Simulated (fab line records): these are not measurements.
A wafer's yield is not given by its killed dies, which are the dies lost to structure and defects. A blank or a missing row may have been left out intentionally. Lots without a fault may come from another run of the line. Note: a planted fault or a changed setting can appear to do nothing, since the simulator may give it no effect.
Which of the tools did it? ; flow nand-harc ; Sampling: 6 lots, 18 wafers, 2 of 1302 route steps

## WHAT EACH GAUGE READ, for each wafer
NHARC_A_M1_INSPECT_11.
lot;measured;on;raw-defect-count
L129;day 23 22:52;defect-inspect-02;96 107 96
L128;day 24 09:41;defect-inspect-02;60 57 72
L134;day 26 22:19;defect-inspect-01;85 86 70
L136;day 28 07:10;defect-inspect-01;22 17 19
L139;day 28 22:47;defect-inspect-01;95 86 99
L144;day 31 08:34;defect-inspect-01;1187 116 111

## WHICH TOOL RAN EACH LOT (tool, then ch and the chambers of the sampled wafers, then the start)
lot;NHARC_A_M0_DEP_32
L129;pecvd-02 ch 0,1, day 23 21:30
L128;pecvd-01 ch 0,1,2, day 24 08:21
L134;pecvd-02 ch 0,1, day 26 20:58
L136;pecvd-03 ch 1,2, day 28 05:51
L139;pecvd-03 ch 1,2, day 28 21:21
L144;pecvd-02 ch 0,1,2, day 31 07:17
- NHARC_A_M0_DEP_32: deposits SiCN, target thk 30 nm.

## THE ANSWER, worked out from the rows above alone
Rule: the lots themselves supply what counts as usual. Put in order of their means at a reading, lots are off if they are a third of the lots or fewer, leave a main group of 4 or more, and stand apart from it by a gap of 3 or more times the standard deviation of the main group's means; of several such gaps the widest counts. A main group is skipped when, at the precision printed for the reading in the tables above, its means are all equal. Also off: a lot with no number at a reading for which 4 or more lots have one. All remaining lots with rows at the step are treated as sound.
Off at NHARC_A_M1_INSPECT_11 (raw-defect-count): L144. The main group: mean 71, standard deviation 29.
A tool fits if, at a process step before that reading, it ran every lot that is off, and no sound lot after the first of them. The gauges at NHARC_A_M1_INSPECT_11 are tried like those tools. Can't be told from this: 2 tools fit, pecvd-02 at NHARC_A_M0_DEP_32, defect-inspect-01 at NHARC_A_M1_INSPECT_11.

## WHAT THE SIMULATOR HAD INSERTED
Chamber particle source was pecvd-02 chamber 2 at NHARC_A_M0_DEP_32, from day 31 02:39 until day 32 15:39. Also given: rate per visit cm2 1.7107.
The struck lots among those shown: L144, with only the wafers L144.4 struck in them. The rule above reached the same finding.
